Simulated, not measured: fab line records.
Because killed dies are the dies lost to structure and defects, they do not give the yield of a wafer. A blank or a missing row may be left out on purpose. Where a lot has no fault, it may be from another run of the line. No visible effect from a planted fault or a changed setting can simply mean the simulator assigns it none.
Chamber matching :: flow nandHarc :: 4 sister chambers for NHARC_A_BLC_DESCUM_15 on rieDiel-01
The step chemistry O2, time 3 s. 24 wafers are shown with their chamber, then 12 later ones without.

== WAFERS WITH THEIR CHAMBER ==
wafer: L076.1
chamber: 3
showerheadPlenumPTorr (Torr): 1.95
oesProductAu (a.u.): 0.994
rfVppV (V): 57.1

wafer: L076.5
chamber: 2
showerheadPlenumPTorr (Torr): 1.94
oesProductAu (a.u.): 1.006
rfVppV (V): 57.0

wafer: L076.6
chamber: 1
showerheadPlenumPTorr (Torr): 1.84
oesProductAu (a.u.): 0.993
rfVppV (V): 56.8

wafer: L075.1
chamber: 2
showerheadPlenumPTorr (Torr): 1.94
oesProductAu (a.u.): 1.012
rfVppV (V): 59.1

wafer: L075.2
chamber: 3
showerheadPlenumPTorr (Torr): 1.95
oesProductAu (a.u.): 0.995
rfVppV (V): 58.3

wafer: L075.4
chamber: 0
showerheadPlenumPTorr (Torr): 1.92
oesProductAu (a.u.): 1.002
rfVppV (V): 58.9

wafer: L079.1
chamber: 1
showerheadPlenumPTorr (Torr): 1.84
oesProductAu (a.u.): 0.996
rfVppV (V): 57.0

wafer: L079.4
chamber: 2
showerheadPlenumPTorr (Torr): 1.94
oesProductAu (a.u.): 1.007
rfVppV (V): 57.3

wafer: L079.6
chamber: 0
showerheadPlenumPTorr (Torr): 1.92
oesProductAu (a.u.): 1.001
rfVppV (V): 57.3

wafer: L077.1
chamber: 0
showerheadPlenumPTorr (Torr): 1.92
oesProductAu (a.u.): 1.000
rfVppV (V): 58.4

wafer: L077.3
chamber: 3
showerheadPlenumPTorr (Torr): 1.95
oesProductAu (a.u.): 0.990
rfVppV (V): 58.4

wafer: L077.6
chamber: 2
showerheadPlenumPTorr (Torr): 1.94
oesProductAu (a.u.): 1.011
rfVppV (V): 57.2

wafer: L078.3
chamber: 1
showerheadPlenumPTorr (Torr): 1.84
oesProductAu (a.u.): 0.993
rfVppV (V): 57.4

wafer: L078.4
chamber: 2
showerheadPlenumPTorr (Torr): 1.94
oesProductAu (a.u.): 1.014
rfVppV (V): 57.1

wafer: L078.5
chamber: 3
showerheadPlenumPTorr (Torr): 1.95
oesProductAu (a.u.): 1.001
rfVppV (V): 58.6

wafer: L081.2
chamber: 1
showerheadPlenumPTorr (Torr): 1.84
oesProductAu (a.u.): 0.991
rfVppV (V): 58.1

wafer: L081.3
chamber: 0
showerheadPlenumPTorr (Torr): 1.91
oesProductAu (a.u.): 0.990
rfVppV (V): 57.9

wafer: L081.4
chamber: 2
showerheadPlenumPTorr (Torr): 1.94
oesProductAu (a.u.): 1.014
rfVppV (V): 59.4

wafer: L080.1
chamber: 2
showerheadPlenumPTorr (Torr): 1.94
oesProductAu (a.u.): 1.015
rfVppV (V): 58.4

wafer: L080.5
chamber: 1
showerheadPlenumPTorr (Torr): 1.84
oesProductAu (a.u.): 1.000
rfVppV (V): 56.1

wafer: L080.6
chamber: 2
showerheadPlenumPTorr (Torr): 1.94
oesProductAu (a.u.): 1.021
rfVppV (V): 57.9

wafer: L088.3
chamber: 1
showerheadPlenumPTorr (Torr): 1.84
oesProductAu (a.u.): 0.996
rfVppV (V): 57.3

wafer: L088.5
chamber: 1
showerheadPlenumPTorr (Torr): 1.84
oesProductAu (a.u.): 1.000
rfVppV (V): 57.7

wafer: L088.6
chamber: 0
showerheadPlenumPTorr (Torr): 1.91
oesProductAu (a.u.): 0.997
rfVppV (V): 57.4

SIGNATURES (means of the wafers above)
reading: showerheadPlenumPTorr
chamber 0: 1.9160
chamber 1: 1.8400
chamber 2: 1.9400
chamber 3: 1.9500
scatter within a chamber: 0.00245

reading: oesProductAu
chamber 0: 0.99800
chamber 1: 0.99557
chamber 2: 1.01250
chamber 3: 0.99500
scatter within a chamber: 0.0044

reading: rfVppV
chamber 0: 57.980
chamber 1: 57.200
chamber 2: 57.925
chamber 3: 58.100
scatter within a chamber: 0.773
Rule: a wafer lies at a distance from a chamber equal to the root of the sum of squares, over the readings, of (its reading less the chamber's mean, divided by the reading's scatter). The wafer belongs to the nearest chamber; if the next one is less than 2 further off, it can't be placed. The scatter: take each reading less its chamber's mean, square it, sum over the shown wafers, divide by the number of wafers less the number of chambers, and take the root.

== WAFERS WITH NO CHAMBER GIVEN ==
wafer: L087.1
showerheadPlenumPTorr (Torr): 1.84
oesProductAu (a.u.): 0.998
rfVppV (V): 57.4

wafer: L087.3
showerheadPlenumPTorr (Torr): 1.91
oesProductAu (a.u.): 0.986
rfVppV (V): 56.6

wafer: L087.5
showerheadPlenumPTorr (Torr): 1.94
oesProductAu (a.u.): 1.009
rfVppV (V): 57.7

wafer: L089.1
showerheadPlenumPTorr (Torr): 1.91
oesProductAu (a.u.): 0.990
rfVppV (V): 57.5

wafer: L089.3
showerheadPlenumPTorr (Torr): 1.84
oesProductAu (a.u.): 1.009
rfVppV (V): 57.3

wafer: L089.6
showerheadPlenumPTorr (Torr): 1.94
oesProductAu (a.u.): 1.023
rfVppV (V): 58.6

wafer: L094.3
showerheadPlenumPTorr (Torr): 1.84
oesProductAu (a.u.): 1.003
rfVppV (V): 57.9

wafer: L094.4
showerheadPlenumPTorr (Torr): 1.95
oesProductAu (a.u.): 1.005
rfVppV (V): 58.4

wafer: L094.5
showerheadPlenumPTorr (Torr): 1.84
oesProductAu (a.u.): 1.005
rfVppV (V): 57.3

wafer: L096.3
showerheadPlenumPTorr (Torr): 1.83
oesProductAu (a.u.): 1.004
rfVppV (V): 55.7

wafer: L096.5
showerheadPlenumPTorr (Torr): 1.94
oesProductAu (a.u.): 1.019
rfVppV (V): 57.6

wafer: L096.6
showerheadPlenumPTorr (Torr): 1.95
oesProductAu (a.u.): 0.994
rfVppV (V): 58.7

== WHICH CHAMBER EACH ONE RAN IN ==
wafer: L087.1
from the rows above: 1
in truth: 1

wafer: L087.3
from the rows above: 0
in truth: 0

wafer: L087.5
from the rows above: 2
in truth: 2

wafer: L089.1
from the rows above: 0
in truth: 0

wafer: L089.3
from the rows above: 1
in truth: 1

wafer: L089.6
from the rows above: 2
in truth: 2

wafer: L094.3
from the rows above: 1
in truth: 1

wafer: L094.4
from the rows above: 3
in truth: 3

wafer: L094.5
from the rows above: 1
in truth: 1

wafer: L096.3
from the rows above: 1
in truth: 1

wafer: L096.5
from the rows above: 2
in truth: 2

wafer: L096.6
from the rows above: 3
in truth: 3
Correctly placed: 12 of 12. Left unplaced by these rows: 0. Placed wrongly: 0.
